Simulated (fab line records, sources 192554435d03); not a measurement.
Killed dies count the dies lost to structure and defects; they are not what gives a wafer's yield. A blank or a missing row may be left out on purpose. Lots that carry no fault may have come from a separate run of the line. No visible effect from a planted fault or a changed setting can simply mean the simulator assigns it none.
fab line records | flow n5-finfet
[record] lots = 11 | wafers = 33 | last-day = 17
route steps=1938 shown BEOL_M7@1308 MIM_TOP_LITHO@1847 MIM_BOT_ETCH@1868 PASSIVATION@1926
lots that met no fault: from a run of the same line without faults
start-h: hours from the record's opening day to when the first of the lot's shown wafers began | wait-h: how many hours have passed since the lot's step before this one | " same as the row above | L1.1+2: a row that stands for several wafers | - either no value or no given start | * or withheld: withheld | < > ~ a bound
route shown NAME@n: a module of which the file shows steps, and the number in the route of the first | usual: average and standard deviation across the fault-free wafers | same: alike in all rows | chamber/n: place in a boat | sites: readings site by site | _std_site: the values' standard deviation | _edge_site: outer sites' mean less inner sites' | radius-mm: for every site, how far away it sits from the centre of the wafer | mask NAME#n: copy n | behind: the tool/chamber that last shaped the wafer | hold: the reason the lot was held/the length of the hold in hours/how it ended | device: which transistor (n, p or np) failed to switch | end of line: the route-end tests of the same wafers | a step with no rows: only its recipe | killed: dies lost to structure and defects at the first sort, not the wafer's yield | map: a wafer's dies, x killed, . not, _ none there
set.NAME: the setting as run; set.NAME@STEP: as run at that earlier step | model.NAME: the simulator's own value behind a step, which no gauge read
one table for each step of the route and one row for each wafer, over a sample of lots
services: when a tool's chamber went out of use (start-h, in hours from the record's first day, below 0 if earlier), for how many hours, and the reason
[[steps]]
[step N5_BEOL_M7_TRENCH_ETCH_37]
[recipe] chemistry = C4F6/O2 | target-depth-a = 934.78 | target = SiCOH_lowk | time-s = 31.2 | ion-energy-ev = 250 | pressure-mtorr = 30 | source-w = 345 | bias-w = 185 | Ar_flow_sccm = 300 | C4F6_flow_sccm = 10 | O2_flow_sccm = 10
[usual] bias-w = 185.0/0.55 | drypump-motor-current-A = 5.6/0.48 | oes-product-au = 0.75/0.06 | rf-vpp-V = 662/13 | showerhead-plenum-p-Torr = 2.89/0.099 | throttle-valve-pct = 21.09/0.2
lot.wafer | tool        | chamber | start-h | wait-h | bias-w | drypump-motor-current-A | oes-product-au | rf-hours-counter-h | rf-vpp-V | showerhead-plenum-p-Torr | throttle-valve-pct
L282.1    | rie-diel-02 | 1       | 194.81  | -      | 184.6  | 4.9                     | 0.71           | 207                | 665      | 2.73                     | 20.70
L282.2    | "           | 0       | "       | "      | 184.5  | 5.3                     | 0.73           | 173                | 662      | 2.86                     | 21.27
L282.4    | "           | 2       | "       | "      | 185.3  | 6.0                     | 0.78           | 115                | 662      | 2.64                     | 21.26
L283.1    | rie-diel-03 | 3       | 203.89  | -      | 184.9  | 5.8                     | 0.77           | 114                | 683      | 2.97                     | 20.99
L283.3    | "           | 2       | "       | "      | 184.7  | 6.4                     | 0.74           | 162                | 683      | 2.95                     | 20.75
L283.4    | "           | 0       | "       | "      | 185.2  | 5.3                     | 0.73           | 184                | 645      | 2.84                     | 21.24
L284.2    | rie-diel-02 | 0       | 216.40  | -      | 185.3  | 5.3                     | 0.73           | 178                | 664      | 2.85                     | 21.28
L284.3    | "           | 1       | "       | "      | 184.9  | 4.9                     | 0.71           | 211                | 666      | 2.72                     | 20.69
L284.5    | "           | 0       | "       | "      | 184.7  | 5.3                     | 0.72           | -                  | 664      | 2.85                     | 21.27
L285.2    | rie-diel-03 | 3       | 223.69  | -      | 184.9  | 5.8                     | 0.75           | 120                | 682      | 2.97                     | 20.98
L285.5    | "           | 3       | "       | "      | 185.0  | 5.8                     | 0.76           | -                  | 684      | 2.97                     | 20.98
L285.6    | "           | 2       | "       | "      | 185.0  | 6.4                     | 0.73           | -                  | 685      | 2.95                     | 20.75
L288.3    | rie-diel-03 | 1       | 227.78  | -      | 185.4  | 5.2                     | 0.72           | 168                | 643      | 2.85                     | 21.25
L288.4    | "           | 2       | "       | "      | 184.9  | 6.4                     | 0.73           | 170                | 684      | 2.95                     | 20.76
L288.5    | "           | 2       | "       | "      | 185.0  | 6.4                     | 0.72           | -                  | 683      | 2.95                     | 20.76
L290.3    | rie-diel-01 | 2       | 234.36  | -      | 184.5  | 4.8                     | 0.90           | 34                 | 655      | 3.01                     | 20.87
L290.4    | "           | 1       | "       | "      | 185.3  | 5.8                     | 0.83           | 53                 | 670      | 2.98                     | 20.98
L290.6    | "           | 0       | "       | "      | 185.1  | 6.2                     | 0.70           | -                  | 663      | 2.93                     | 21.00
L291.2    | rie-diel-03 | 3       | 246.32  | -      | 184.2  | 5.8                     | 0.75           | 127                | 682      | 2.96                     | 21.00
L291.4    | "           | 0       | "       | "      | 184.8  | 5.3                     | 0.72           | 195                | 645      | 2.83                     | 21.24
L291.5    | "           | 0       | "       | "      | 184.8  | 5.3                     | 0.72           | -                  | 646      | 2.83                     | 21.25
L294.1    | rie-diel-01 | 3       | 282.83  | -      | 184.6  | 5.2                     | 0.73           | 186                | 655      | 2.85                     | 21.29
L294.3    | "           | 0       | "       | "      | 183.8  | 6.2                     | 0.69           | 218                | 663      | 2.92                     | 21.03
L294.4    | "           | 1       | "       | "      | 184.5  | 5.8                     | 0.82           | 68                 | 670      | 2.97                     | 21.02
L299.2    | rie-diel-03 | 0       | 285.26  | -      | 185.3  | 5.3                     | 0.71           | 207                | 645      | 2.83                     | 21.25
L299.3    | "           | 3       | "       | "      | 185.3  | 5.8                     | 0.74           | 139                | 683      | 2.96                     | 21.03
L299.5    | "           | 0       | "       | "      | 185.1  | 5.3                     | 0.71           | -                  | 645      | 2.83                     | 21.26
L301.3    | rie-diel-03 | 2       | 302.80  | -      | 185.1  | 6.4                     | 0.71           | 192                | 684      | 2.94                     | 20.78
L301.4    | "           | 0       | "       | "      | 186.1  | 5.3                     | 0.72           | 212                | 644      | 2.83                     | 21.26
L301.5    | "           | 0       | "       | "      | 184.4  | 5.3                     | 0.71           | -                  | 645      | 2.83                     | 21.27
L305.3    | rie-diel-01 | 1       | 337.58  | -      | 184.2  | 5.9                     | 0.79           | 85                 | 671      | 2.97                     | 21.05
L305.4    | "           | 0       | "       | "      | 183.9  | 6.2                     | 0.68           | 235                | 662      | 2.91                     | 21.06
L305.6    | "           | 3       | "       | "      | 184.7  | 5.2                     | 0.72           | -                  | 653      | 2.84                     | 21.30
[step N5_MIM_TOP_LITHO_CD_MEAS_08]
[recipe] target-cd-nm = 2000 | landing-energy-ev = 500 | detector = se-inlens
[usual] cd-nm = 1999.6/1.6
[same] landing-energy-ev = 500
lot.wafer | tool      | chamber | start-h | wait-h | cd-nm
L282.1    | cd-sem-02 | 0       | 261.95  | -      | 1999.2
L282.2    | "         | 0       | "       | "      | 1998.4
L282.4    | "         | 0       | "       | "      | 1998.8
L283.1    | cd-sem-01 | 0       | 272.66  | -      | 1997.8
L283.3    | "         | 0       | "       | "      | 1999.8
L283.4    | "         | 0       | "       | "      | 1997.0
L284.2    | cd-sem-01 | 0       | 282.75  | -      | 2000.2
L284.3    | "         | 0       | "       | "      | 2000.3
L284.5    | "         | 0       | "       | "      | 2001.5
L288.3    | cd-sem-01 | 0       | 298.49  | -      | 2002.3
L288.4    | "         | 0       | "       | "      | 1999.9
L288.5    | "         | 0       | "       | "      | 2001.4
L285.2    | cd-sem-02 | 0       | 306.40  | -      | 1998.7
L285.5    | "         | 0       | "       | "      | 1998.5
L285.6    | "         | 0       | "       | "      | 1996.4
L290.3    | cd-sem-03 | 0       | 312.35  | -      | 2001.3
L290.4    | "         | 0       | "       | "      | 2000.5
L290.6    | "         | 0       | "       | "      | 2002.3
L291.2    | cd-sem-01 | 0       | 313.95  | -      | 1997.5
L291.4    | "         | 0       | "       | "      | 1999.3
L291.5    | "         | 0       | "       | "      | 2001.0
L294.1    | cd-sem-03 | 0       | 356.98  | -      | 2002.3
L294.3    | "         | 0       | "       | "      | 1999.6
L294.4    | "         | 0       | "       | "      | 1999.3
L299.2    | cd-sem-01 | 0       | 357.23  | -      | 2001.4
L299.3    | "         | 0       | "       | "      | 2000.2
L299.5    | "         | 0       | "       | "      | 1998.5
L301.3    | cd-sem-02 | 0       | 365.60  | -      | 2001.2
L301.4    | "         | 0       | "       | "      | 2001.9
L301.5    | "         | 0       | "       | "      | 1998.1
L305.3    | cd-sem-03 | 0       | 404.51  | -      | 1995.5
L305.4    | "         | 0       | "       | "      | 2002.3
L305.6    | "         | 0       | "       | "      | 1999.4
[step N5_MIM_BOT_ETCH_ETCH_00]
[recipe] chemistry = Cl2/BCl3 | target = TiN | target-depth-a = 455 | ion-energy-ev = 150 | pressure-mtorr = 10 | icp-w = 1000 | bias-w = 126 | Cl2_flow_sccm = 53.25 | bcl3-flow-sccm = 21.75 | Ar_flow_sccm = 25
[usual] bias-w = 125.9/0.36 | drypump-motor-current-A = 5.5/0.32 | he-backside-leak-sccm = 3.31/0.29 | oes-product-au = 0.79/0.059 | throttle-valve-pct = 21.84/0.17
lot.wafer | tool         | chamber | start-h | wait-h | bias-w | drypump-motor-current-A | he-backside-leak-sccm | oes-product-au | rf-hours-counter-h | throttle-valve-pct
L282.1    | rie-metal-01 | 1       | 263.18  | 0.1    | 126.0  | 5.2                     | 3.44                  | 0.78           | 39                 | 22.07
L282.2    | "            | 0       | "       | "      | 125.5  | 5.4                     | 3.45                  | 0.85           | 21                 | 21.79
L282.4    | "            | 0       | "       | "      | 125.8  | 5.4                     | 3.30                  | 0.85           | -                  | 21.79
L283.1    | rie-metal-02 | 0       | 273.72  | 0.1    | 125.6  | 5.5                     | 3.11                  | 0.75           | 53                 | 21.65
L283.3    | "            | 1       | "       | "      | 125.4  | 5.8                     | 2.72                  | 0.87           | -                  | 21.96
L283.4    | "            | 0       | "       | "      | 126.0  | 5.5                     | 3.32                  | 0.74           | -                  | 21.67
L284.2    | rie-metal-02 | 1       | 283.85  | 0.1    | 125.9  | 5.8                     | 3.37                  | 0.88           | 14                 | 21.94
L284.3    | "            | 1       | "       | "      | 126.1  | 5.7                     | 3.12                  | 0.87           | -                  | 21.95
L284.5    | "            | 1       | "       | "      | 125.9  | 5.7                     | 3.27                  | 0.88           | -                  | 21.93
L288.3    | rie-metal-02 | 0       | 299.62  | 0.1    | 126.0  | 5.5                     | 3.42                  | 0.74           | -                  | 21.67
L288.4    | "            | 1       | "       | "      | 125.6  | 5.7                     | 2.93                  | 0.86           | -                  | 21.97
L288.5    | "            | 1       | "       | "      | 125.8  | 5.7                     | 3.44                  | 0.87           | -                  | 21.94
L285.2    | rie-metal-03 | 0       | 307.65  | 0.1    | 125.7  | 6.0                     | 3.19                  | 0.73           | 71                 | 21.89
L285.5    | "            | 0       | "       | "      | 125.8  | 6.0                     | 3.21                  | 0.72           | -                  | 21.89
L285.6    | "            | 1       | "       | "      | 126.2  | 5.1                     | 3.19                  | 0.87           | -                  | 21.58
L290.3    | rie-metal-01 | 0       | 313.71  | 0.1    | 126.3  | 5.4                     | 3.50                  | 0.84           | -                  | 21.82
L290.4    | "            | 1       | "       | "      | 126.2  | 5.2                     | 3.10                  | 0.76           | -                  | 22.05
L290.6    | "            | 0       | "       | "      | 126.1  | 5.4                     | 3.80                  | 0.84           | -                  | 21.79
L291.2    | rie-metal-01 | 1       | 315.02  | 0.1    | 125.3  | 5.2                     | 3.25                  | 0.76           | 44                 | 22.08
L291.4    | "            | 1       | "       | "      | 126.1  | 5.2                     | 3.50                  | 0.78           | -                  | 22.05
L291.5    | "            | 0       | "       | "      | 125.3  | 5.3                     | 3.20                  | 0.83           | -                  | 21.81
L294.1    | rie-metal-01 | 0       | 358.06  | 0.1    | 126.0  | 5.3                     | 3.75                  | 0.82           | 30                 | 21.84
L294.3    | "            | 0       | "       | "      | 126.2  | 5.3                     | 3.49                  | 0.81           | -                  | 21.83
L294.4    | "            | 1       | "       | "      | 125.5  | 5.2                     | 3.38                  | 0.75           | -                  | 22.07
L299.2    | rie-metal-02 | 0       | 358.45  | 0.1    | 126.4  | 5.5                     | 3.37                  | 0.73           | 60                 | 21.68
L299.3    | "            | 1       | "       | "      | 126.5  | 5.7                     | 3.24                  | 0.84           | -                  | 21.96
L299.5    | "            | 1       | "       | "      | 126.2  | 5.7                     | 3.26                  | 0.84           | -                  | 21.98
L301.3    | rie-metal-01 | 1       | 366.70  | 0.1    | 125.7  | 5.2                     | 3.25                  | 0.75           | -                  | 22.10
L301.4    | "            | 0       | "       | "      | 126.1  | 5.3                     | 3.45                  | 0.82           | -                  | 21.84
L301.5    | "            | 0       | "       | "      | 126.3  | 5.3                     | 3.45                  | 0.82           | -                  | 21.82
L305.3    | rie-metal-02 | 0       | 405.74  | 0.1    | 126.5  | 5.5                     | 3.27                  | 0.72           | -                  | 21.68
L305.4    | "            | 1       | "       | "      | 126.4  | 5.8                     | 3.41                  | 0.82           | -                  | 21.98
L305.6    | "            | 1       | "       | "      | 126.5  | 5.7                     | 3.28                  | 0.83           | -                  | 21.98
[step N5_PASSIVATION_OVL_MEAS_66]
[recipe] points-per-wafer = 44
[usual] PASS_OPEN_OVL = -2/5.3
[same] points-per-wafer = 44
lot.wafer | tool       | chamber | start-h | wait-h | PASS_OPEN_OVL[nm]
L282.1    | overlay-02 | 0       | 269.22  | 0.0    | -2
L282.2    | "          | 0       | "       | "      | 3
L282.4    | "          | 0       | "       | "      | 0
L283.1    | overlay-02 | 0       | 280.04  | 0.0    | -7
L283.3    | "          | 0       | "       | "      | 1
L283.4    | "          | 0       | "       | "      | -10
L284.2    | overlay-02 | 0       | 289.21  | 0.0    | 5
L284.3    | "          | 0       | "       | "      | -2
L284.5    | "          | 0       | "       | "      | 0
L288.3    | overlay-02 | 0       | 305.53  | 0.0    | 3
L288.4    | "          | 0       | "       | "      | 7
L288.5    | "          | 0       | "       | "      | -3
L285.2    | overlay-02 | 0       | 314.45  | 0.0    | 7
L285.5    | "          | 0       | "       | "      | 1
L285.6    | "          | 0       | "       | "      | 2
L290.3    | overlay-01 | 0       | 318.36  | 0.0    | 1
L290.4    | "          | 0       | "       | "      | 1
L290.6    | "          | 0       | "       | "      | -4
L291.2    | overlay-02 | 0       | 322.80  | 0.0    | 2
L291.4    | "          | 0       | "       | "      | -3
L291.5    | "          | 0       | "       | "      | -7
L299.2    | overlay-01 | 0       | 364.16  | 0.0    | -4
L299.3    | "          | 0       | "       | "      | -10
L299.5    | "          | 0       | "       | "      | -5
L294.1    | overlay-01 | 0       | 365.03  | 0.0    | -2
L294.3    | "          | 0       | "       | "      | 1
L294.4    | "          | 0       | "       | "      | 3
L301.3    | overlay-02 | 0       | 372.07  | 0.0    | -14
L301.4    | "          | 0       | "       | "      | -7
L301.5    | "          | 0       | "       | "      | -4
L305.3    | overlay-02 | 0       | 410.95  | 0.0    | -2
L305.4    | "          | 0       | "       | "      | -2
L305.6    | "          | 0       | "       | "      | -11
[step N5_PASSIVATION_PROBE_49]
[usual] defect-limited-yield = 91.6/1.2 | killed_at_M0_to_M3 = 33/9.4 | killed_at_M4_up = 13/5.2 | killed-at-contacts = 13/5.6 | killed-at-front-end = 37/9.5 | killed-at-other = 4/3.1 | killed-dies = 99/15 | killed-open = 65/11 | killed-short = 32/7.5 | sort_bin_5_function = 4.9/0.77 | sort_bin_6_memory = 3.1/0.65 | sort_bin_8_speed = 0.01/0.056 | sort-n-pass = 1081/15 | sort-yield-pct = 91.6/1.2
[same] gross-dies = 1180 | killed-at-back-side = 0 | sort_bin_4_leakage[%] = 0
lot.wafer | tool      | chamber | start-h | wait-h | defect-limited-yield[%] | killed_at_M0_to_M3 | killed_at_M4_up | killed-at-contacts | killed-at-front-end | killed-at-other | killed-dies | killed-open | killed-short | sort_bin_5_function[%] | sort_bin_6_memory[%] | sort_bin_8_speed[%] | sort-n-pass | sort-yield-pct[%]
L299.2    | prober-01 | -       | 367.37  | 0.1    | 77.9                    | 31                 | 157             | 15                 | 58                  | 0               | 261         | 71          | 41           | 13.1                   | 5.2                  | 0                   | 919         | 77.9
L299.3    | prober-01 | -       | 367.42  | 0.1    | 91.8                    | 42                 | 15              | 9                  | 31                  | 0               | 97          | 68          | 29           | 5.3                    | 2.6                  | 0                   | 1083        | 91.8
L299.5    | prober-01 | -       | 367.52  | 0.2    | 76.7                    | 43                 | 157             | 11                 | 63                  | 1               | 275         | 83          | 41           | 15.2                   | 4.5                  | 0                   | 905         | 76.7
L301.3    | prober-01 | -       | 376.43  | 0.1    | 92.2                    | 32                 | 13              | 17                 | 29                  | 1               | 92          | 63          | 28           | 5.1                    | 2.5                  | 0                   | 1088        | 92.2
L301.4    | prober-01 | -       | 376.48  | 0.2    | 75.7                    | 46                 | 178             | 11                 | 50                  | 2               | 287         | 75          | 48           | 14.1                   | 6.0                  | 0                   | 893         | 75.7
L301.5    | prober-01 | -       | 376.53  | 0.2    | 77.8                    | 22                 | 174             | 14                 | 48                  | 4               | 262         | 66          | 34           | 13.6                   | 4.2                  | 0                   | 918         | 77.8
// killed by level:class
L299.2 BEOL_M7:unspecified=147 STI_FIN_REVEAL:geometric-particle:open=18 FIN_SAQP:geometric-particle:short=15 MOL_CONTACT_COAG:geometric-particle:open=11 BEOL_M1:geometric-particle:open=10 BEOL_M0_SAQP:geometric-particle:open=8 GATE_CUT:geometric-particle:short=6 BEOL_M1:geometric-particle:short=5
L299.3 BEOL_M3:geometric-particle:open=10 BEOL_M0_SAQP:geometric-particle:open=9 STARTING-WAFER:geometric-particle:open=7 MOL_CONTACT_COAG:geometric-particle:open=7 STI_FIN_REVEAL:geometric-particle:open=5 BEOL_M0_SAQP:geometric-particle:short=5 BEOL_M0:geometric-particle:open=5 BEOL_M4:geometric-particle:open=5
L299.5 BEOL_M7:unspecified=149 STI_FIN_REVEAL:geometric-particle:open=13 BEOL_M0_SAQP:geometric-particle:open=13 BEOL_M3:geometric-particle:open=11 FIN_SAQP:geometric-particle:open=10 MOL_CONTACT_COAG:geometric-particle:open=10 GATE_CUT:geometric-particle:short=9 FIN_SAQP:geometric-particle:short=8
L301.3 MOL_CONTACT_COAG:geometric-particle:open=16 BEOL_M3:geometric-particle:open=10 FIN_SAQP:geometric-particle:short=6 STI_FIN_REVEAL:geometric-particle:open=5 BEOL_M0_SAQP:geometric-particle:open=5 STARTING-WAFER:geometric-particle:short=5 BEOL_M0_SAQP:geometric-particle:short=4 BEOL_M4:geometric-particle:open=4
L301.4 BEOL_M7:unspecified=163 FIN_SAQP:geometric-particle:open=16 FIN_SAQP:geometric-particle:short=13 BEOL_M0_SAQP:geometric-particle:short=10 MOL_CONTACT_COAG:geometric-particle:open=9 BEOL_M0_SAQP:geometric-particle:open=9 BEOL_M1:geometric-particle:open=8 BEOL_M3:geometric-particle:open=7
L301.5 BEOL_M7:unspecified=162 FIN_SAQP:geometric-particle:short=14 MOL_CONTACT_COAG:geometric-particle:open=14 STI_FIN_REVEAL:geometric-particle:open=9 FIN_SAQP:geometric-particle:open=8 BEOL_M0_SAQP:geometric-particle:open=6 BEOL_M3:geometric-particle:open=6 BEOL_M0_SAQP:geometric-particle:short=5
[[services]]
tool         | chamber | start-h | hours | kind
rie-diel-01  | 1       | 178.44  | 15.9  | repair
rie-metal-01 | -       | 204.00  | 0.5   | repair
rie-diel-03  | 0       | 215.28  | 6.4   | repair
rie-diel-01  | -       | 250.99  | 1.8   | repair
rie-metal-02 | -       | 281.58  | 1.0   | repair
rie-diel-02  | 2       | 286.38  | 3.2   | repair
rie-metal-02 | -       | 293.50  | 1.4   | pm
rie-metal-01 | -       | 311.40  | 1.4   | pm
rie-diel-03  | 3       | 322.36  | 15.4  | repair
rie-diel-02  | 1       | 334.87  | -     | clean
rie-diel-02  | 1       | 334.87  | -     | consumable-replace:focus-ring
rie-diel-02  | 1       | 334.87  | -     | consumable-replace:showerhead
rie-diel-02  | 1       | 334.87  | 27.6  | scheduled-down
rie-diel-02  | 1       | 334.87  | 27.6  | vent-cycle
rie-diel-03  | 1       | 337.77  | 14.5  | repair
rie-diel-01  | -       | 341.60  | 14.6  | pm
rie-metal-01 | -       | 351.44  | 0.4   | repair
rie-diel-03  | 0       | 382.92  | 3.2   | repair
rie-diel-03  | 2       | 389.57  | 5.6   | repair
[[key]]
[first-sign] step = N5_PASSIVATION_PROBE_49 | reading = killed_at_M4_up | direction = up | sigmas = 30 | usual = 13 | struck = 166
[effect] step = N5_PASSIVATION_PROBE_49 | reading = killed-dies | direction = up | sigmas = 12 | usual = 99 | struck = 271
[more-kills-born-at] N5_BEOL_M7_TRENCH_ETCH_37@rie-diel-03 = 621
met-at N5_BEOL_M7_TRENCH_ETCH_37
struck-lots L299,L301
struck-wafers L299.2,L299.5,L301.4,L301.5
not-acting-at N5_MIM_TOP_LITHO_CD_MEAS_08,N5_MIM_BOT_ETCH_ETCH_00,N5_PASSIVATION_OVL_MEAS_66
onset-between 246.32 285.26
[fault] kind = chamber-particle-source | tool = rie-diel-03 | chamber = 0 | onset-h = 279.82 | steps = N5_BEOL_M7_TRENCH_ETCH_37 | rate-per-visit-cm2 = 2.126 | end-h = 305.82
